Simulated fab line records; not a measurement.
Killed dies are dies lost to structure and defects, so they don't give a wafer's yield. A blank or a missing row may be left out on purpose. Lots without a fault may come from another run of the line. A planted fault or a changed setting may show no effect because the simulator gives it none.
fab line records	flow n5Finfet
[record] lots = 6	wafers = 18	lastDay = 18
route steps=1938 shown BEOL_M12@1625 PASSIVATION@1936
lots that met no fault: taken from a fault-free run of the same line
startH: the number of hours between the record's first day and the start of the first shown wafer of the lot	waitH: time in hours since the lot's previous step	" repeats the value in the row above	L1.1+2: one row covering several wafers at once	- no value present, or no start provided	* or withheld: withheld	< > ~ a bound
route shown NAME@n: NAME is a module with steps in the file, n the number in the route of the first one	usual: the fault-free wafers' mean and standard deviation	same: alike in all rows	chamber/n: place in a boat	sites: the reading at each site	_std_site: the standard deviation of these	_edge_site: inner sites' mean taken away from outer sites' mean	radiusMm: for every site, how far away it sits from the centre of the wafer	mask NAME#n: copy n	behind: the most recent tool/chamber to have shaped the wafer	hold: what put the lot on hold/how long, in hours/how the hold closed	device: whichever transistor did not switch (one of n, p or np)	end of line: tests of these same wafers at the route's end	a step without rows: its recipe alone	killed: not the wafer's yield, but the dies lost to structure and defects at the first sort	map: per-die view of a wafer (x killed, . not killed, _ where there is no die)
set.NAME: the setting the step ran with; set.NAME@STEP: the setting that earlier step ran with	model.NAME: the simulator's own value behind a step, which no gauge read
a table for each step, a row for each wafer; lots at some steps of the route
services: a tool's chamber out of use, with start hour (startH, from the record's first day; less than 0 if before it), hours out, and reason
[[steps]]
[step N5_BEOL_M12_COAT_22]
[recipe] spinRpm = 2888	resistThkNm = 300
[step N5_BEOL_M12_EBR_24]
[recipe] solvent = PGMEA	ebrWidthMm = 1.5
[step N5_BEOL_M12_SOFTBAKE_23]
[recipe] tempC = 130	timeS = 60
[step N5_BEOL_M12_EXPOSE_25]
[recipe] maskId = M12	na = 0.93	sourceShape = conventional	sigmaOuter = 0.4	polarization = unpolarized	doseMj = 21.8
[step N5_BEOL_M12_PEB_26]
[recipe] pebTempC = 130	pebTimeS = 90
[step N5_BEOL_M12_DEVELOP_27]
[recipe] developTimeS = 45	rinseLiquid = diw	dry = airSpin	devTempC = 21
[step N5_BEOL_M12_HARDBAKE_32]
[recipe] tempC = 130	timeS = 120
[step N5_BEOL_M12_CD_MEAS_28]
[recipe] targetCdNm = 160.2	landingEnergyEv = 500	detector = seInlens	polarity = opening
[usual] cdNm = 160.0/2.4
lot.wafer	tool	chamber	startH	waitH	cdNm
L333.3	cdSem-03	0	301.54	-	162.1
L333.4	"	0	"	"	157.0
L333.5	"	0	"	"	156.9
L335.1	cdSem-01	0	326.79	-	160.5
L335.2	"	0	"	"	157.0
L335.6	"	0	"	"	159.9
L337.1	cdSem-03	0	337.11	-	158.2
L337.3	"	0	"	"	157.9
L337.4	"	0	"	"	156.8
L341.2	cdSem-03	0	361.78	-	160.0
L341.3	"	0	"	"	156.9
L341.6	"	0	"	"	158.5
L344.2	cdSem-02	0	384.33	-	160.4
L344.4	"	0	"	"	164.3
L344.6	"	0	"	"	158.6
L345.1	cdSem-01	0	393.22	-	158.0
L345.3	"	0	"	"	165.7
L345.6	"	0	"	"	163.3
[step N5_BEOL_M12_OVL_MEAS_29]
[recipe] pointsPerWafer = 44
[usual] M12_OVL = -2/6.3
lot.wafer	tool	chamber	startH	waitH	M12_OVL[nm]
L333.3	overlay-01	0	301.57	0.0	1
L333.4	"	0	"	"	-7
L333.5	"	0	"	"	5
L335.1	overlay-01	0	326.82	0.0	1
L335.2	"	0	"	"	-6
L335.6	"	0	"	"	3
L337.1	overlay-01	0	337.14	0.0	-7
L337.3	"	0	"	"	8
L337.4	"	0	"	"	7
L341.2	overlay-01	0	361.81	0.0	-8
L341.3	"	0	"	"	-5
L341.6	"	0	"	"	-10
L344.2	overlay-02	0	384.36	0.0	0
L344.4	"	0	"	"	-10
L344.6	"	0	"	"	0
L345.1	overlay-02	0	393.25	0.0	1
L345.3	"	0	"	"	2
L345.6	"	0	"	"	-2
[step N5_BEOL_M12_INSPECT_30]
[recipe] mode = adi	inspectInstrument = macro
[usual] rawDefectCount = 2.0/1.4
lot.wafer	tool	chamber	startH	waitH	rawDefectCount
L333.3	defectInspect-02	-	301.59	0.0	2
L333.4	"	-	"	"	3
L333.5	"	-	"	"	1
L335.1	defectInspect-01	-	326.85	0.0	2
L335.2	"	-	"	"	2
L335.6	"	-	"	"	0
L337.1	defectInspect-02	-	337.16	0.0	3
L337.3	"	-	"	"	2
L337.4	"	-	"	"	3
L341.2	defectInspect-02	-	361.83	0.0	3
L341.3	"	-	"	"	2
L341.6	"	-	"	"	1
L344.2	defectInspect-02	-	384.38	0.0	1
L344.4	"	-	"	"	2
L344.6	"	-	"	"	0
L345.1	defectInspect-02	-	393.28	0.0	2
L345.3	"	-	"	"	2
L345.6	"	-	"	"	1
[step N5_BEOL_M12_DESCUM_33]
[recipe] chemistry = O2	timeS = 7.9	sourcePowerW = 50	biasPowerW = 20	pressureMtorr = 20	rfFrequencyHz = 2.712e+07	tempC = 40	o2FlowSccm = 225
[usual] biasPowerW = 20.00/0.055	chamberPressureMTorr = 20.000/0.016	drypumpMotorCurrentA = 5.5/0.42	oesProductAu = 0.80/0.068	rfVppV = 243.3/1.2	showerheadPlenumPTorr = 2.10/0.059	tempC = 39.99/0.11	throttleValvePct = 20.23/0.21
lot.wafer	tool	chamber	startH	waitH	biasPowerW	chamberPressureMTorr	drypumpMotorCurrentA	oesProductAu	rfHoursCounterH	rfVppV	showerheadPlenumPTorr	tempC	throttleValvePct
L333.3	rieDiel-04	1	301.62	0.0	20.11	19.997	5.2	0.83	59	246.0	2.23	39.89	20.23
L333.4	"	3	"	"	20.02	20.031	5.6	0.92	20	244.6	2.14	39.91	20.35
L333.5	"	0	"	"	20.08	19.995	5.9	0.86	-	241.7	2.04	39.97	20.45
L335.1	rieDiel-04	1	326.95	0.1	20.04	19.978	5.2	0.83	69	245.8	2.22	40.10	20.27
L335.2	"	0	"	"	19.94	19.987	5.9	0.85	46	242.6	2.03	40.13	20.46
L335.6	"	0	"	"	20.00	19.991	5.9	0.85	-	243.4	2.03	40.05	20.45
L337.1	rieDiel-04	0	337.20	0.0	19.93	19.998	5.8	0.86	49	243.0	2.03	39.77	20.46
L337.3	"	1	"	"	20.06	19.992	5.2	0.83	73	245.0	2.22	39.99	20.27
L337.4	"	3	"	"	19.99	20.009	5.6	0.91	29	242.7	2.14	40.10	20.38
L341.2	rieDiel-04	1	361.90	0.1	20.02	19.993	5.2	0.82	80	244.5	2.22	40.02	20.26
L341.3	"	2	"	"	20.05	20.027	4.9	0.78	117	243.4	2.11	39.89	20.23
L341.6	"	0	"	"	19.95	19.994	5.9	0.83	-	241.7	2.03	39.96	20.46
L344.2	rieDiel-01	3	384.41	0.0	19.99	19.999	4.8	0.70	169	244.8	2.05	39.95	19.88
L344.4	"	2	"	"	19.88	19.984	5.6	0.82	101	243.4	2.10	40.03	20.43
L344.6	"	2	"	"	19.99	19.984	5.6	0.81	-	243.5	2.10	39.99	20.43
L345.1	rieDiel-01	0	393.31	0.0	20.07	20.004	5.7	0.67	253	245.6	2.14	40.05	20.36
L345.3	"	2	"	"	19.96	19.994	5.6	0.81	105	243.3	2.10	39.96	20.42
L345.6	"	0	"	"	20.03	20.029	5.7	0.68	-	242.9	2.14	40.03	20.34
[step N5_BEOL_M12_ETCH_67]
[recipe] chemistry = CF4	target = SiARC	targetDepthA = 1430	timeS = 238.3	ionEnergyEv = 80	pressureMtorr = 40	sourceW = 545	biasW = 36	Ar_flow_sccm = 100	cf4FlowSccm = 100	ends = cleared
[usual] chamberPressureMTorr = 40.00/0.038	drypumpMotorCurrentA = 5.5/0.41	etchRfOnTimeS = 239/8.6	mfcArSccm = 100.02/0.27	oesProductAu = 0.69/0.063	rfVppV = 184.2/0.94	showerheadPlenumPTorr = 2.15/0.053	throttleValvePct = 15.44/0.23
lot.wafer	tool	chamber	startH	waitH	chamberPressureMTorr	drypumpMotorCurrentA	etchRfOnTimeS	mfcArSccm	oesProductAu	rfHoursCounterH	rfVppV	showerheadPlenumPTorr	throttleValvePct
L333.3	rieDiel-04	1	301.66	0.0	39.99	5.2	236	100.06	0.74	59	184.9	2.27	15.45
L333.4	"	3	"	"	40.04	5.6	217	99.79	0.83	20	185.1	2.20	15.48
L333.5	"	0	"	"	40.06	5.8	238	99.48	0.73	-	183.1	2.10	15.61
L335.1	rieDiel-04	1	326.98	0.0	39.95	5.2	237	99.89	0.71	69	185.5	2.27	15.48
L335.2	"	0	"	"	39.98	5.9	243	99.93	0.73	46	184.1	2.10	15.63
L335.6	"	0	"	"	40.05	5.8	241	100.13	0.72	-	185.0	2.10	15.62
L337.1	rieDiel-04	0	337.23	0.0	40.00	5.9	236	100.01	0.72	49	182.8	2.10	15.64
L337.3	"	1	"	"	40.06	5.2	237	100.32	0.71	73	183.4	2.26	15.49
L337.4	"	3	"	"	40.02	5.6	219	99.96	0.80	29	184.0	2.19	15.51
L341.2	rieDiel-04	1	361.93	0.0	39.97	5.1	236	100.33	0.70	80	185.5	2.26	15.51
L341.3	"	2	"	"	40.05	5.0	242	99.84	0.65	117	183.8	2.14	15.31
L341.6	"	0	"	"	39.98	5.9	241	99.92	0.70	-	183.6	2.09	15.66
L344.2	rieDiel-01	3	384.45	0.0	40.04	4.8	244	100.11	0.61	169	183.8	2.13	15.28
L344.4	"	2	"	"	39.97	5.6	235	100.19	0.68	101	184.6	2.16	15.57
L344.6	"	2	"	"	40.00	5.6	236	100.13	0.68	-	184.7	2.16	15.57
L345.1	rieDiel-01	0	393.35	0.0	40.00	5.6	241	100.07	0.57	253	186.0	2.20	15.75
L345.3	"	2	"	"	40.02	5.6	233	100.14	0.68	105	183.4	2.16	15.59
L345.6	"	0	"	"	40.04	5.6	241	99.98	0.58	-	184.8	2.20	15.74
[step N5_BEOL_M12_ETCH_68]
[recipe] chemistry = N2/H2	target = SOC	maskMaterial = SiARC	sourceW = 3000	biasW = 350	tempC = 40	timeS = 285	ionEnergyEv = 200	pressureMtorr = 30	n2FlowSccm = 200	h2FlowSccm = 200
[usual] chamberPressureMTorr = 30.004/0.025	drypumpMotorCurrentA = 5.5/0.42	oesProductAu = 0.80/0.069	rfVppV = 524.4/1.9	showerheadPlenumPTorr = 2.56/0.072	tempC = 39.99/0.11	throttleValvePct = 17.60/0.17
lot.wafer	tool	chamber	startH	waitH	chamberPressureMTorr	drypumpMotorCurrentA	oesProductAu	rfHoursCounterH	rfVppV	showerheadPlenumPTorr	tempC	throttleValvePct	model.SiARC_of_BEOL_M12_COAT_66.thkNm
L333.3	rieDiel-04	1	301.80	0.1	30.051	5.2	0.84	59	527.9	2.72	40.12	17.69	86
L333.4	"	3	"	"	30.041	5.6	0.95	20	526.0	2.60	39.93	17.62	84.8
L333.5	"	0	"	"	30.015	5.9	0.87	-	522.4	2.46	39.85	17.60	85.6
L335.1	rieDiel-04	1	327.13	0.1	29.997	5.2	0.83	69	527.0	2.71	39.97	17.68	86.2
L335.2	"	0	"	"	29.985	5.9	0.85	47	521.6	2.46	39.83	17.61	86.2
L335.6	"	0	"	"	29.951	5.9	0.85	-	523.1	2.46	39.91	17.61	86.2
L337.1	rieDiel-04	0	337.38	0.1	30.065	5.9	0.86	49	523.5	2.46	39.97	17.60	76.4
L337.3	"	1	"	"	30.008	5.1	0.82	73	528.0	2.71	40.11	17.69	77.4
L337.4	"	3	"	"	29.976	5.6	0.91	29	525.0	2.59	40.06	17.63	76.2
L341.2	rieDiel-04	1	362.08	0.1	29.969	5.2	0.82	80	527.3	2.71	39.93	17.72	78.2
L341.3	"	2	"	"	29.978	5.0	0.78	117	523.3	2.57	40.03	17.78	76.8
L341.6	"	0	"	"	30.001	5.8	0.84	-	522.0	2.45	39.99	17.64	77.8
L344.2	rieDiel-01	3	384.60	0.1	29.984	4.8	0.71	169	522.0	2.54	39.89	17.59	86.8
L344.4	"	2	"	"	29.988	5.6	0.80	101	523.7	2.56	40.01	17.74	85.4
L344.6	"	2	"	"	29.989	5.6	0.80	-	524.6	2.56	40.08	17.72	85.4
L345.1	rieDiel-01	0	393.49	0.1	29.987	5.7	0.67	253	525.7	2.61	40.17	17.76	86.2
L345.3	"	2	"	"	30.012	5.6	0.79	105	526.0	2.56	39.99	17.73	85.8
L345.6	"	0	"	"	30.054	5.7	0.67	-	525.1	2.61	40.02	17.75	86.2
[step N5_BEOL_M12_STRIP_69]
[recipe] chemistry = N2/H2	tempC = 40	n2FlowSccm = 200	h2FlowSccm = 200	rfFrequencyHz = 6e+07
[step N5_PASSIVATION_PROBE_49]
[usual] defectLimitedYield = 91.5/1.5	killed_at_M0_to_M3 = 32/10	killed_at_M4_up = 13/4.9	killedAtContacts = 13/6.1	killedAtFrontEnd = 38/11	killedAtOther = 3/3.2	killedDies = 101/18	killedOpen = 66/13	killedShort = 32/8.3	sort_bin_5_function = 5.0/1	sort_bin_6_memory = 3.2/0.74	sort_bin_8_speed = 0.1/1.1	sortNPass = 1078/22
[same] grossDies = 1180	killedAtBackSide = 0	sort_bin_4_leakage[%] = 0
lot.wafer	tool	chamber	startH	waitH	defectLimitedYield[%]	killed_at_M0_to_M3	killed_at_M4_up	killedAtContacts	killedAtFrontEnd	killedAtOther	killedDies	killedOpen	killedShort	sort_bin_5_function[%]	sort_bin_6_memory[%]	sort_bin_8_speed[%]	sortNPass
L333.3	prober-01	-	335.45	0.1	92.8	27	8	16	31	3	85	54	27	3.3	3.3	0	1095
L333.4	prober-01	-	335.50	0.2	91.3	23	9	21	46	4	103	63	38	5.0	3.2	0	1077
L333.5	prober-01	-	335.55	0.2	90.9	35	17	19	31	5	107	67	38	4.7	4.2	0	1073
L335.1	prober-02	-	361.15	0.0	91.9	40	14	9	32	1	96	66	27	4.7	3.5	0	1084
L335.2	prober-02	-	361.20	0.1	91.1	33	15	14	43	0	105	65	30	5.3	2.8	0	1075
L335.6	prober-02	-	361.40	0.3	90.2	50	15	16	34	1	116	78	38	6.1	3.6	0	1064
L337.1	prober-01	-	386.40	0.0	92.7	30	18	8	28	2	86	59	24	4.8	2.2	0	1094
L337.3	prober-01	-	386.50	0.1	92.0	28	20	13	33	0	94	62	31	4.8	2.8	0	1086
L337.4	prober-01	-	386.55	0.2	90.8	27	20	15	44	2	108	67	41	4.7	4.2	0	1072
L341.2	prober-01	-	406.21	0.1	91.9	35	14	5	36	5	95	67	28	4.9	2.9	0	1085
L341.3	prober-01	-	406.26	0.1	92.2	30	10	16	35	1	92	67	16	3.9	3.1	0	1088
L341.6	prober-01	-	406.41	0.3	92.2	36	8	11	35	2	92	59	32	4.4	3.1	0.4	1083
L344.2	prober-02	-	420.00	0.1	90.3	42	16	22	31	3	114	75	34	5.4	3.7	0	1066
L344.4	prober-02	-	420.10	0.2	91.1	36	10	15	44	0	105	62	36	5.4	2.5	0	1075
L344.6	prober-02	-	420.20	0.3	91.8	41	14	19	21	2	97	67	29	5.0	3.1	0	1083
L345.1	prober-02	-	430.63	0.0	92.0	38	13	6	36	1	94	51	39	4.5	2.8	0.3	1086
L345.3	prober-02	-	430.73	0.1	94.2	33	7	5	22	2	69	40	26	3.4	2.2	0.1	1111
L345.6	prober-02	-	430.88	0.3	92.3	39	7	18	25	2	91	60	30	4.2	3.4	0.1	1089
// killed by level:class
L333.3 MOL_CONTACT_COAG:geometricParticle:open=12 BEOL_M1:geometricParticle:open=9 FIN_SAQP:geometricParticle:short=6 BEOL_M0_SAQP:geometricParticle:open=6 FIN_SAQP:geometricParticle:open=5 STI_FIN_REVEAL:geometricParticle:open=5 GATE_CUT:geometricParticle:short=4 MOL_CONTACT_COAG:geometricParticle:short=3
L333.4 MOL_CONTACT_COAG:geometricParticle:open=13 FIN_SAQP:geometricParticle:short=9 FIN_SAQP:geometricParticle:open=7 DUMMY_GATE:geometricParticle:open=7 GATE_CUT:geometricParticle:short=7 GATE_CUT:geometricParticle:open=7 MOL_CONTACT_COAG:geometricParticle:short=7 BEOL_M0_SAQP:geometricParticle:short=7
L333.5 MOL_CONTACT_COAG:geometricParticle:open=14 BEOL_M0_SAQP:geometricParticle:open=13 GATE_CUT:geometricParticle:short=9 STI_FIN_REVEAL:geometricParticle:open=8 BEOL_M0_SAQP:geometricParticle:short=8 BEOL_M1:geometricParticle:open=8 FIN_SAQP:geometricParticle:short=5 MOL_CONTACT_COAG:geometricParticle:short=5
L335.1 BEOL_M0_SAQP:geometricParticle:short=12 STI_FIN_REVEAL:geometricParticle:open=11 BEOL_M3:geometricParticle:open=9 MOL_CONTACT_COAG:geometricParticle:open=7 FIN_SAQP:geometricParticle:open=5 BEOL_M2:geometricParticle:open=5 BEOL_M5:geometricParticle:open=5 BEOL_M0_SAQP:geometricParticle:open=4
L335.2 FIN_SAQP:geometricParticle:short=13 MOL_CONTACT_COAG:geometricParticle:open=11 BEOL_M0_SAQP:geometricParticle:open=10 HKMG_FIN:areaEtch=8 FIN_SAQP:geometricParticle:open=7 BEOL_M3:geometricParticle:open=6 STI_FIN_REVEAL:geometricParticle:open=5 BEOL_M1:geometricParticle:open=5
L335.6 MOL_CONTACT_COAG:geometricParticle:open=14 BEOL_M0_SAQP:geometricParticle:open=14 BEOL_M0_SAQP:geometricParticle:short=10 BEOL_M3:geometricParticle:open=10 FIN_SAQP:geometricParticle:short=6 STI_FIN_REVEAL:geometricParticle:open=6 FIN_SAQP:geometricParticle:open=5 BEOL_M3:geometricParticle:short=5
L337.1 FIN_SAQP:geometricParticle:open=8 BEOL_M0_SAQP:geometricParticle:short=7 STI_FIN_REVEAL:geometricParticle:open=7 MOL_CONTACT_COAG:geometricParticle:open=7 BEOL_M1:geometricParticle:open=7 BEOL_M5:geometricParticle:open=6 BEOL_M0_SAQP:geometricParticle:open=5 BEOL_M3:geometricParticle:open=4
L337.3 BEOL_M4:geometricParticle:open=13 MOL_CONTACT_COAG:geometricParticle:open=7 MOL_CONTACT_COAG:geometricParticle:short=6 STARTING-WAFER:geometricParticle:open=6 STI_FIN_REVEAL:geometricParticle:open=5 BEOL_M0:geometricParticle:open=5 BEOL_M2:geometricParticle:open=5 BEOL_M3:geometricParticle:open=5
L337.4 FIN_SAQP:geometricParticle:short=11 FIN_SAQP:geometricParticle:open=11 MOL_CONTACT_COAG:geometricParticle:open=11 DUMMY_GATE:geometricParticle:open=7 BEOL_M0_SAQP:geometricParticle:short=5 BEOL_M3:geometricParticle:open=5 MOL_CONTACT_COAG:geometricParticle:short=4 BEOL_M0:geometricParticle:short=4
L341.2 STI_FIN_REVEAL:geometricParticle:open=15 BEOL_M3:geometricParticle:open=10 BEOL_M1:geometricParticle:open=8 GATE_CUT:geometricParticle:short=6 BEOL_M4:geometricParticle:open=6 MOL_CONTACT_COAG:geometricParticle:open=4 BEOL_M0_SAQP:geometricParticle:open=4 BEOL_M0_SAQP:geometricParticle:short=4
L341.3 STI_FIN_REVEAL:geometricParticle:open=14 MOL_CONTACT_COAG:geometricParticle:open=14 BEOL_M1:geometricParticle:open=10 HKMG_FIN:areaEtch=9 BEOL_M0_SAQP:geometricParticle:open=7 BEOL_M0_SAQP:geometricParticle:short=5 BEOL_M2:geometricParticle:open=5 BEOL_M4:geometricParticle:open=4
L341.6 STI_FIN_REVEAL:geometricParticle:open=11 FIN_SAQP:geometricParticle:short=10 BEOL_M3:geometricParticle:open=9 FIN_SAQP:geometricParticle:open=8 BEOL_M0_SAQP:geometricParticle:open=7 MOL_CONTACT_COAG:geometricParticle:open=6 BEOL_M1:geometricParticle:open=6 MOL_CONTACT_COAG:geometricParticle:short=5
L344.2 MOL_CONTACT_COAG:geometricParticle:open=16 FIN_SAQP:geometricParticle:short=10 BEOL_M3:geometricParticle:open=10 BEOL_M1:geometricParticle:open=9 BEOL_M2:geometricParticle:open=9 FIN_SAQP:geometricParticle:open=6 MOL_CONTACT_COAG:geometricParticle:short=6 BEOL_M0_SAQP:geometricParticle:short=5
L344.4 MOL_CONTACT_COAG:geometricParticle:open=11 FIN_SAQP:geometricParticle:short=9 BEOL_M2:geometricParticle:open=8 BEOL_M3:geometricParticle:open=8 FIN_SAQP:geometricParticle:open=7 BEOL_M3:geometricParticle:short=7 HKMG_FIN:areaEtch=7 STI_FIN_REVEAL:geometricParticle:open=4
L344.6 MOL_CONTACT_COAG:geometricParticle:open=14 BEOL_M2:geometricParticle:open=11 BEOL_M3:geometricParticle:open=8 BEOL_M1:geometricParticle:open=7 BEOL_M0_SAQP:geometricParticle:short=6 BEOL_M5:geometricParticle:open=6 STI_FIN_REVEAL:geometricParticle:open=5 MOL_CONTACT_COAG:geometricParticle:short=5
L345.1 FIN_SAQP:geometricParticle:short=15 BEOL_M2:geometricParticle:open=10 FIN_SAQP:geometricParticle:open=5 MOL_CONTACT_COAG:geometricParticle:open=5 BEOL_M0_SAQP:geometricParticle:short=5 BEOL_M3:geometricParticle:open=5 BEOL_M2:geometricParticle:short=4 BEOL_M6:geometricParticle:open=4
L345.3 STI_FIN_REVEAL:geometricParticle:open=9 BEOL_M2:geometricParticle:short=9 BEOL_M2:geometricParticle:open=8 BEOL_M3:geometricParticle:open=5 STARTING-WAFER:geometricParticle:open=4 FIN_SAQP:geometricParticle:short=3 MOL_CONTACT_COAG:geometricParticle:open=3 BEOL_M0:geometricParticle:open=3
L345.6 MOL_CONTACT_COAG:geometricParticle:open=17 BEOL_M3:geometricParticle:open=10 BEOL_M0_SAQP:geometricParticle:open=8 BEOL_M0_SAQP:geometricParticle:short=5 BEOL_M2:geometricParticle:short=5 FIN_SAQP:geometricParticle:open=4 FIN_SAQP:geometricParticle:short=4 STI_FIN_REVEAL:geometricParticle:open=4
[[services]]
tool	chamber	startH	hours	kind
rieDiel-04	3	277.80	22.7	repair
rieDiel-04	-	278.13	2.0	repair
rieDiel-04	3	321.91	5.7	repair
rieDiel-01	1	325.21	10.6	repair
rieDiel-04	1	338.19	8.8	repair
rieDiel-01	-	372.40	2.8	pm
rieDiel-01	-	389.62	0.6	repair
rieDiel-04	1	389.83	7.0	repair
[[key]]
firstSign none at tools or gauges
[modelEffect] step = N5_BEOL_M12_ETCH_68	value = SiARC_of_BEOL_M12_COAT_66.thkNm	without = 85.57	struck = 77.13
metAt N5_BEOL_M12_ETCH_68
struckWafers L337.1,L337.3,L337.4,L341.2,L341.3,L341.6
onsetBetween 327.13 337.38
alsoFits N5_BEOL_M12_DESCUM_33:rieDiel-04,N5_BEOL_M12_ETCH_67:rieDiel-04
[fault] kind = processParameterDrift	tool = rieDiel-04	chamber = -	onsetH = 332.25	steps = N5_BEOL_M12_ETCH_68	channel = targetDepthA	offset = 1965.3	shape = step	endH = 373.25	actsIn = theseRecipesOnly	stated = 5700
